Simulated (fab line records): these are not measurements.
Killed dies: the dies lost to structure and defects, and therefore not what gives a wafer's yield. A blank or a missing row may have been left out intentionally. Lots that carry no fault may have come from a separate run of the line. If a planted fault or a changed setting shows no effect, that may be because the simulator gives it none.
Comparing a struck lot with a sound one | flow n5-finfet | 12 steps out of a route of 1938
Sound: the wafers L283.4, L283.5, L283.6. Struck: wafers L289.2, L289.6 (left out: L289.5, a lot-mate that was not struck); the cause follows at the end.
For every step that has rows: the tool of each side, followed by ch and its chambers, followed by its first start. Under that, the readings that differ: sound wafers | struck wafers | difference of the means | sigmas: that difference in standard deviations of wafers without a fault.
alike: readings with means less than 2 such deviations apart, plus words and numbers identical on both sides. not compared: withheld readings, readings lacking a value on some wafer, bounds such as >300 that could conceal the same value, and numbers that have no deviation in the record and whose values overlap.
A row with sigmas, a row that says differs or no value, or rows on one side alone: a step with any of these is where the two part. Non-overlapping numbers with no deviation appear without sigmas and do not part them. Lack of a reading on every wafer of one side parts them only where that side has two or more wafers.

first, 9 steps without rows for these wafers: N5_BEOL_M10_DEVELOP_27 (develop time 30 s); N5_BEOL_M10_DESCUM_33 (chemistry O2, time 7.9 s); N5_BEOL_M10_ETCH_65 (etches SiARC in CF4, target depth 39 nm, time 65 s); N5_BEOL_M10_ETCH_66 (etches SOC in N2/H2, target depth 120 nm, overetch 24 nm, time 180 s); N5_BEOL_M10_STRIP_69 (strips in N2/H2); N5_BEOL_M10_VIA_ETCH_34 (etches SiCOH lowk in C4F6/O2, target depth 184.5 nm, time 69.2 s); N5_BEOL_M10_STRIP_73 (strips in C4F6/O2); N5_BEOL_M10_STRIP_36 (strips in N2/H2); N5_BEOL_M10_TRENCH_ETCH_37 (etches SiCOH lowk in C4F6/O2, target depth 148.83 nm, time 48 s).
N5_BEOL_M10_ETCH_41: etches SiCN in CH3F/O2, target depth 42.6 nm, time 86 s.
  sound on rie-diel-02 ch 0,1,2, day 13 21:45; struck on rie-diel-02 ch 2,3, day 15 06:12
  reading                  | sound             | struck      | difference | sigmas
  oes-product-au (a.u.)    | 0.84 0.76 0.68    | 0.98 1.02   | +0.24      | +3
  model.etch.depth-nm (nm) | 31.47 32.58 32.22 | 53.09 52.11 | +20.51     |
  alike: chamber-pressure-mTorr, drypump-motor-current-A, rf-vpp-V, showerhead-plenum-p-Torr, throttle-valve-pct
  not compared: rf-hours-counter-h
then, 1 step without rows for these wafers: N5_BEOL_M10_STRIP_77 (strips in N2/H2, time 10 s).
-- a jump in the record: the struck wafers' starts before and after are 2 days apart (it breaks off in module BEOL_M10 and resumes in module PASSIVATION, where the first step shown is number 1936 of the route) --
N5_PASSIVATION_PROBE_49:
  record: rows for the struck wafers here (prober-02, day 17 11:25), none for the sound ones

== WHERE THEY PART ==
At N5_BEOL_M10_ETCH_41 first; at N5_PASSIVATION_PROBE_49 last (within this record only).

WHY: what had been put in by the simulator
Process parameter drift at N5_BEOL_M10_ETCH_41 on rie-diel-02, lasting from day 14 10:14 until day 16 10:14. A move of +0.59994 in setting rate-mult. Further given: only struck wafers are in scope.
